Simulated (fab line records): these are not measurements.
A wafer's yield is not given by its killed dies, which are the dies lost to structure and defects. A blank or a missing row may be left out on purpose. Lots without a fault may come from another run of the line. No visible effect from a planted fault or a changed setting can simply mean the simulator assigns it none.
fab line records / flow nandHarc
[record] lots = 5 wafers = 15 lastDay = 24
route steps=1159 shown P_ZERO_WELL@29 END@1159
lots with no fault: from the same line, run without faults
startH: hours from the record's first day to the start of the lot's first wafer shown / waitH: hours elapsed since this lot's preceding step / " the same as in the row above / L1.1+2: one row covering several wafers at once / - no value, or no start given / * or withheld: withheld / < > ~ a bound
route shown NAME@n: a module of which the file shows steps, and the number in the route of the first / usual: average and standard deviation across the fault-free wafers / same: alike in all rows / chamber/n: place in a boat / sites: readings site by site / _std_site: how widely they spread, as a standard deviation / _edge_site: the outer-site mean with the inner-site mean subtracted / radiusMm: for every site, how far away it sits from the centre of the wafer / mask NAME#n: copy n / behind: the tool/chamber that last shaped the wafer / hold: reason for holding the lot/hours on hold/outcome of the hold / device: whichever transistor did not switch (one of n, p or np) / end of line: tests of these same wafers at the route's end / a step without rows: its recipe alone / killed: at the first sort, the dies lost to defects and structure; wafer yield is something else / map: shows each die of a wafer: x if killed, . if not, _ if none is there
set.NAME: setting as actually run; set.NAME@STEP: the setting as run at that earlier step / model.NAME: the simulator's own value behind a step, which no gauge read
lots seen at some steps along the route; tables by step, rows by wafer
services: the hour from which a tool's chamber was out of use, counted from the record's first day as startH (under 0 if before that day), plus the number of hours and why
[[steps]]
[step NHARC_P_ZERO_WELL_CD_MEAS_24]
[recipe] targetCdNm = 720 landingEnergyEv = 500
[usual] cdNm = 719.9/1.7
lot.wafer=L594.4 tool=cdSem-01 chamber=0 startH=44.49 waitH=- cdNm=716.1
lot.wafer=L594.5 tool=cdSem-01 chamber=0 startH=44.49 waitH=- cdNm=717.1
lot.wafer=L594.6 tool=cdSem-01 chamber=0 startH=44.49 waitH=- cdNm=717.4
lot.wafer=L597.1 tool=cdSem-02 chamber=0 startH=62.60 waitH=- cdNm=721.6
lot.wafer=L597.2 tool=cdSem-02 chamber=0 startH=62.60 waitH=- cdNm=719.6
lot.wafer=L597.5 tool=cdSem-02 chamber=0 startH=62.60 waitH=- cdNm=720.3
lot.wafer=L610.1 tool=cdSem-02 chamber=0 startH=140.40 waitH=- cdNm=721.3
lot.wafer=L610.5 tool=cdSem-02 chamber=0 startH=140.40 waitH=- cdNm=722.4
lot.wafer=L610.6 tool=cdSem-02 chamber=0 startH=140.40 waitH=- cdNm=721.5
lot.wafer=L611.2 tool=cdSem-02 chamber=0 startH=147.01 waitH=- cdNm=720.3
lot.wafer=L611.5 tool=cdSem-02 chamber=0 startH=147.01 waitH=- cdNm=721.7
lot.wafer=L611.6 tool=cdSem-02 chamber=0 startH=147.01 waitH=- cdNm=721.5
lot.wafer=L612.1 tool=cdSem-01 chamber=0 startH=152.65 waitH=- cdNm=717.9
lot.wafer=L612.4 tool=cdSem-01 chamber=0 startH=152.65 waitH=- cdNm=718.6
lot.wafer=L612.5 tool=cdSem-01 chamber=0 startH=152.65 waitH=- cdNm=716.8
[step NHARC_P_ZERO_WELL_HARDBAKE_25]
[recipe] tempC = 125 timeS = 80
[step NHARC_P_ZERO_WELL_DESCUM_26]
[recipe] timeS = 3 o2FlowSccm = 200 arFlowSccm = 0 biasPowerW = 0 chemistry = O2
[usual] drypumpMotorCurrentA = 6.0/0.37 oesProductAu = 0.998/0.0067 rfVppV = 57.7/0.91 showerheadPlenumPTorr = 1.88/0.05 throttleValvePct = 11.311/0.0089
lot.wafer=L594.4 tool=rieDiel-10 chamber=3 startH=44.64 waitH=- drypumpMotorCurrentA=6.1 oesProductAu=1.006 rfHoursCounterH=3 rfVppV=56.5 showerheadPlenumPTorr=1.80 throttleValvePct=11.310
lot.wafer=L594.6 tool=rieDiel-10 chamber=3 startH=44.64 waitH=- drypumpMotorCurrentA=6.1 oesProductAu=0.999 rfHoursCounterH=- rfVppV=57.9 showerheadPlenumPTorr=1.80 throttleValvePct=11.302
lot.wafer=L594.5 tool=rieDiel-10 chamber=0 startH=44.64 waitH=- drypumpMotorCurrentA=5.4 oesProductAu=0.997 rfHoursCounterH=- rfVppV=57.5 showerheadPlenumPTorr=1.85 throttleValvePct=11.295
lot.wafer=L597.1 tool=rieDiel-10 chamber=1 startH=62.76 waitH=- drypumpMotorCurrentA=5.5 oesProductAu=0.995 rfHoursCounterH=3 rfVppV=55.9 showerheadPlenumPTorr=1.88 throttleValvePct=11.307
lot.wafer=L597.2 tool=rieDiel-10 chamber=3 startH=62.76 waitH=- drypumpMotorCurrentA=6.1 oesProductAu=0.988 rfHoursCounterH=3 rfVppV=57.1 showerheadPlenumPTorr=1.80 throttleValvePct=11.312
lot.wafer=L597.5 tool=rieDiel-10 chamber=1 startH=62.76 waitH=- drypumpMotorCurrentA=5.4 oesProductAu=0.994 rfHoursCounterH=- rfVppV=58.9 showerheadPlenumPTorr=1.88 throttleValvePct=11.314
lot.wafer=L610.1 tool=rieDiel-07 chamber=3 startH=140.59 waitH=- drypumpMotorCurrentA=6.7 oesProductAu=0.995 rfHoursCounterH=6 rfVppV=58.1 showerheadPlenumPTorr=1.85 throttleValvePct=11.308
lot.wafer=L610.6 tool=rieDiel-07 chamber=1 startH=140.59 waitH=- drypumpMotorCurrentA=5.7 oesProductAu=0.994 rfHoursCounterH=- rfVppV=57.4 showerheadPlenumPTorr=1.91 throttleValvePct=11.325
lot.wafer=L610.5 tool=rieDiel-07 chamber=2 startH=140.59 waitH=- drypumpMotorCurrentA=5.2 oesProductAu=1.002 rfHoursCounterH=- rfVppV=57.8 showerheadPlenumPTorr=1.92 throttleValvePct=11.321
lot.wafer=L611.2 tool=rieDiel-07 chamber=1 startH=147.17 waitH=- drypumpMotorCurrentA=5.7 oesProductAu=0.996 rfHoursCounterH=8 rfVppV=56.1 showerheadPlenumPTorr=1.91 throttleValvePct=11.303
lot.wafer=L611.6 tool=rieDiel-07 chamber=1 startH=147.17 waitH=- drypumpMotorCurrentA=5.7 oesProductAu=0.999 rfHoursCounterH=- rfVppV=56.8 showerheadPlenumPTorr=1.91 throttleValvePct=11.326
lot.wafer=L611.5 tool=rieDiel-07 chamber=2 startH=147.17 waitH=- drypumpMotorCurrentA=5.2 oesProductAu=0.993 rfHoursCounterH=- rfVppV=58.8 showerheadPlenumPTorr=1.92 throttleValvePct=11.294
lot.wafer=L612.4 tool=rieDiel-10 chamber=2 startH=152.81 waitH=- drypumpMotorCurrentA=6.0 oesProductAu=0.987 rfHoursCounterH=8 rfVppV=58.1 showerheadPlenumPTorr=1.88 throttleValvePct=11.301
lot.wafer=L612.1 tool=rieDiel-10 chamber=3 startH=152.81 waitH=- drypumpMotorCurrentA=6.1 oesProductAu=0.998 rfHoursCounterH=9 rfVppV=56.2 showerheadPlenumPTorr=1.80 throttleValvePct=11.310
lot.wafer=L612.5 tool=rieDiel-10 chamber=3 startH=152.81 waitH=- drypumpMotorCurrentA=6.1 oesProductAu=0.994 rfHoursCounterH=- rfVppV=58.0 showerheadPlenumPTorr=1.80 throttleValvePct=11.294
[step NHARC_P_ZERO_WELL_IMPLANT_27]
[recipe] energyKev = 600 doseCm2 = 1e+13 tiltDeg = 7
[step NHARC_P_ZERO_WELL_IMPLANT_57]
[recipe] energyKev = 250 doseCm2 = 4e+12 tiltDeg = 7
[step NHARC_P_ZERO_WELL_IMPLANT_58]
[recipe] energyKev = 100 doseCm2 = 2e+12 tiltDeg = 7
[step NHARC_P_ZERO_WELL_STRIP_28]
[recipe] timeS = 840 tempC = 130 chemistry = SPM
[step NHARC_P_ZERO_WELL_DEHYDRATE_29]
[recipe] tempC = 150 timeS = 120
[step NHARC_P_ZERO_WELL_HMDS_30]
[recipe] timeS = 30
[step NHARC_P_ZERO_WELL_COAT_31]
[recipe] spinRpm = withheld
[step NHARC_P_ZERO_WELL_SOFTBAKE_32]
[recipe] tempC = 122 timeS = 95
[step NHARC_P_ZERO_WELL_EBR_33]
[step NHARC_P_ZERO_WELL_EXPOSE_34]
[recipe] na = 0.6 targetCdNm = 720 doseMj = 22.31 maskId = P_PWELL
lot.wafer=L594.4+5+6 tool=krfScanner-03 chamber=0 startH=46.02 waitH=- mask=P_PWELL#0
lot.wafer=L597.1+2+5 tool=krfScanner-03 chamber=0 startH=64.09 waitH=- mask=P_HVPW#0
lot.wafer=L610.1+5+6 tool=krfScanner-04 chamber=0 startH=141.91 waitH=- mask=P_PWELL#0
lot.wafer=L611.2+5+6 tool=krfScanner-01 chamber=0 startH=148.50 waitH=- mask=P_PWELL#0
lot.wafer=L612.1+4+5 tool=krfScanner-01 chamber=0 startH=154.01 waitH=- mask=P_PWELL#0
[step NHARC_P_ZERO_WELL_PEB_35]
[recipe] pebTempC = 118 pebTimeS = 85
[step NHARC_P_ZERO_WELL_DEVELOP_36]
[recipe] timeS = 70
[step NHARC_P_ZERO_WELL_CD_MEAS_37]
[recipe] targetCdNm = 720 landingEnergyEv = 500
[usual] cdNm = 720.3/1.3
lot.wafer=L594.4 tool=cdSem-01 chamber=0 startH=46.17 waitH=- cdNm=718.8
lot.wafer=L594.5 tool=cdSem-01 chamber=0 startH=46.17 waitH=- cdNm=719.3
lot.wafer=L594.6 tool=cdSem-01 chamber=0 startH=46.17 waitH=- cdNm=718.5
lot.wafer=L597.1 tool=cdSem-02 chamber=0 startH=64.25 waitH=- cdNm=-
lot.wafer=L597.2 tool=cdSem-02 chamber=0 startH=64.25 waitH=- cdNm=-
lot.wafer=L597.5 tool=cdSem-02 chamber=0 startH=64.25 waitH=- cdNm=-
lot.wafer=L610.1 tool=cdSem-02 chamber=0 startH=142.06 waitH=- cdNm=719.3
lot.wafer=L610.5 tool=cdSem-02 chamber=0 startH=142.06 waitH=- cdNm=720.8
lot.wafer=L610.6 tool=cdSem-02 chamber=0 startH=142.06 waitH=- cdNm=717.8
lot.wafer=L611.2 tool=cdSem-01 chamber=0 startH=148.65 waitH=- cdNm=719.1
lot.wafer=L611.5 tool=cdSem-01 chamber=0 startH=148.65 waitH=- cdNm=718.1
lot.wafer=L611.6 tool=cdSem-01 chamber=0 startH=148.65 waitH=- cdNm=720.0
lot.wafer=L612.1 tool=cdSem-03 chamber=0 startH=154.17 waitH=- cdNm=719.7
lot.wafer=L612.4 tool=cdSem-03 chamber=0 startH=154.17 waitH=- cdNm=721.2
lot.wafer=L612.5 tool=cdSem-03 chamber=0 startH=154.17 waitH=- cdNm=720.1
[step NHARC_P_ZERO_WELL_HARDBAKE_38]
[recipe] tempC = 125 timeS = 80
[step NHARC_END_SORT_01]
[recipe] tempC = 25
[usual] killedAtArray = 29/11 killedAtOther = 0.6/0.92 killedAtPeriphery = 3.2/2 killedDies = 33/11 killedOpen = 3.2/2 killedShort = 1.9/1.5
[same] grossDies = 677
lot.wafer=L597.1 tool=prober-01 chamber=0 startH=492.86 waitH=2.5 killedAtArray=36 killedAtOther=0 killedAtPeriphery=641 killedDies=677 killedOpen=3 killedShort=0
lot.wafer=L597.2 tool=prober-01 chamber=0 startH=493.67 waitH=2.8 killedAtArray=37 killedAtOther=0 killedAtPeriphery=640 killedDies=677 killedOpen=1 killedShort=1
lot.wafer=L597.5 tool=prober-01 chamber=0 startH=496.10 waitH=3.7 killedAtArray=38 killedAtOther=0 killedAtPeriphery=639 killedDies=677 killedOpen=4 killedShort=0
// killed by level:class
L597.1 P_ZERO_WELL:areaExpose=635 A_CHANNEL_HOLE_D1:chamberFilmFlake=18 A_SLIT:chamberFilmFlake=11 A_CONTACT:chamberFilmFlake=5 P_STI:geometricParticle:open=1 P_GATE:geometricParticle:open=1 P_M2:geometricParticle:open=1 P_STI:chamberFilmFlake=1
L597.2 P_ZERO_WELL:areaExpose=639 A_CHANNEL_HOLE_D1:chamberFilmFlake=17 A_SLIT:chamberFilmFlake=14 A_CHANNEL_FILL_D1:chamberFilmFlake=2 A_STAIRCASE:chamberFilmFlake=2 P_STI:geometricParticle:open=1 A_ONON_D1:geometricParticle:short=1 A_CONTACT:chamberFilmFlake=1
L597.5 P_ZERO_WELL:areaExpose=636 A_CHANNEL_HOLE_D1:chamberFilmFlake=19 A_SLIT:chamberFilmFlake=13 P_STI:chamberFilmFlake=2 A_CONTACT:chamberFilmFlake=2 A_ONON_D1:geometricParticle:open=1 A_WL_FILL:geometricParticle:open=1 A_CONTACT:geometricParticle:open=1
// map L597.1 (x killed, . not)
____________x____________
_________xxxxxxx_________
_______xxxxxxxxxxx_______
______xxxxxxxxxxxxx______
_____xxxxxxxxxxxxxxx_____
____xxxxxxxxxxxxxxxxx____
____xxxxxxxxxxxxxxxxx____
___xxxxxxxxxxxxxxxxxxx___
___xxxxxxxxxxxxxxxxxxx___
__xxxxxxxxxxxxxxxxxxxxx__
__xxxxxxxxxxxxxxxxxxxxx__
_xxxxxxxxxxxxxxxxxxxxxxx_
_xxxxxxxxxxxxxxxxxxxxxxx_
_xxxxxxxxxxxxxxxxxxxxxxx_
_xxxxxxxxxxxxxxxxxxxxxxx_
_xxxxxxxxxxxxxxxxxxxxxxx_
xxxxxxxxxxxxxxxxxxxxxxxxx
xxxxxxxxxxxxxxxxxxxxxxxxx
xxxxxxxxxxxxxxxxxxxxxxxxx
xxxxxxxxxxxxxxxxxxxxxxxxx
xxxxxxxxxxxxxxxxxxxxxxxxx
_xxxxxxxxxxxxxxxxxxxxxxx_
_xxxxxxxxxxxxxxxxxxxxxxx_
_xxxxxxxxxxxxxxxxxxxxxxx_
_xxxxxxxxxxxxxxxxxxxxxxx_
_xxxxxxxxxxxxxxxxxxxxxxx_
__xxxxxxxxxxxxxxxxxxxxx__
__xxxxxxxxxxxxxxxxxxxxx__
___xxxxxxxxxxxxxxxxxxx___
___xxxxxxxxxxxxxxxxxxx___
____xxxxxxxxxxxxxxxxx____
____xxxxxxxxxxxxxxxxx____
_____xxxxxxxxxxxxxxx_____
______xxxxxxxxxxxxx______
_______xxxxxxxxxxx_______
_________xxxxxxx_________
____________x____________
// map L594.4 (x killed, . not)
____________x____________
_________......._________
_______....x......_______
______.......x.....______
_____.......x......._____
____.................____
____........x........____
___...................___
___.....x.x...........___
__.....................__
__.....................__
_..........x............_
_x.x...................._
_x......................_
_xx....................._
_.x.x..................._
.x.x.....................
.........................
xx.......................
.........xx..............
........x............x...
_.......xx.............._
_.........xx............_
_..........xx..........._
_......x..xx............_
_......................._
__........x............__
__......x..x...........__
___...................___
___...................___
____.................____
____.................____
_____..............._____
______.............______
_______..........._______
_________......._________
____________.____________
[[services]]
tool=krfScanner-01 chamber=- startH=28.64 hours=1.2 kind=repair
tool=rieDiel-10 chamber=2 startH=30.06 hours=2.9 kind=repair
tool=rieDiel-10 chamber=0 startH=33.00 hours=- kind=clean
tool=rieDiel-10 chamber=1 startH=33.00 hours=- kind=clean
tool=rieDiel-10 chamber=2 startH=33.00 hours=- kind=clean
tool=rieDiel-10 chamber=3 startH=33.00 hours=- kind=clean
tool=rieDiel-07 chamber=- startH=51.20 hours=9.0 kind=pm
tool=rieDiel-10 chamber=0 startH=57.50 hours=- kind=clean
tool=rieDiel-10 chamber=1 startH=57.50 hours=- kind=clean
tool=rieDiel-10 chamber=2 startH=57.50 hours=- kind=clean
tool=rieDiel-10 chamber=3 startH=57.50 hours=- kind=clean
tool=rieDiel-07 chamber=2 startH=61.90 hours=10.6 kind=repair
tool=krfScanner-01 chamber=- startH=71.73 hours=0.3 kind=repair
tool=rieDiel-10 chamber=0 startH=82.00 hours=- kind=clean
tool=rieDiel-10 chamber=1 startH=82.00 hours=- kind=clean
tool=krfScanner-01 chamber=- startH=84.00 hours=4.0 kind=pm
tool=rieDiel-10 chamber=1 startH=104.25 hours=3.8 kind=repair
tool=rieDiel-07 chamber=0 startH=105.43 hours=8.5 kind=repair
tool=krfScanner-04 chamber=- startH=107.06 hours=0.6 kind=repair
tool=krfScanner-03 chamber=- startH=115.68 hours=0.6 kind=repair
tool=krfScanner-04 chamber=- startH=117.85 hours=0.8 kind=repair
tool=krfScanner-04 chamber=- startH=126.00 hours=4.0 kind=pm
tool=rieDiel-10 chamber=- startH=148.39 hours=0.6 kind=repair
tool=rieDiel-07 chamber=3 startH=149.70 hours=3.9 kind=repair
[[key]]
[firstSign] step = NHARC_P_ZERO_WELL_EXPOSE_34 reading = mask direction = changed
[effect] step = NHARC_P_ZERO_WELL_CD_MEAS_37 reading = cdNm direction = missing
[effect] step = NHARC_END_SORT_01 reading = killedAtPeriphery direction = up sigmas = 99+ usual = 3.2 struck = 640
[moreKillsBornAt] NHARC_P_ZERO_WELL_EXPOSE_34@krfScanner-03 = 1910
metAt NHARC_P_ZERO_WELL_EXPOSE_34
struckWafers L597.1,L597.2,L597.5
laterRowsLeftOut L597.1,L597.2,L597.5
testerLeftOut L597
onsetBetween 46.02 64.09
[fault] kind = wrongMask tool = any chamber = - onsetH = 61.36 steps = NHARC_P_ZERO_WELL_EXPOSE_34 auxCopy = P_HVPW#0 scope = struckLotsOnly
// testerLeftOut: of these lots the tester's yield and bins aren't shown, on N5 and GAA mostly nor the transistor test; their killed dies are dies lost to structure and defects alone, not to doping, threshold or leakage, so they don't give the yield
// laterRowsLeftOut: the simulator's readings of these wafers behind a module that went badly wrong aren't trusted and aren't shown, but for the sort
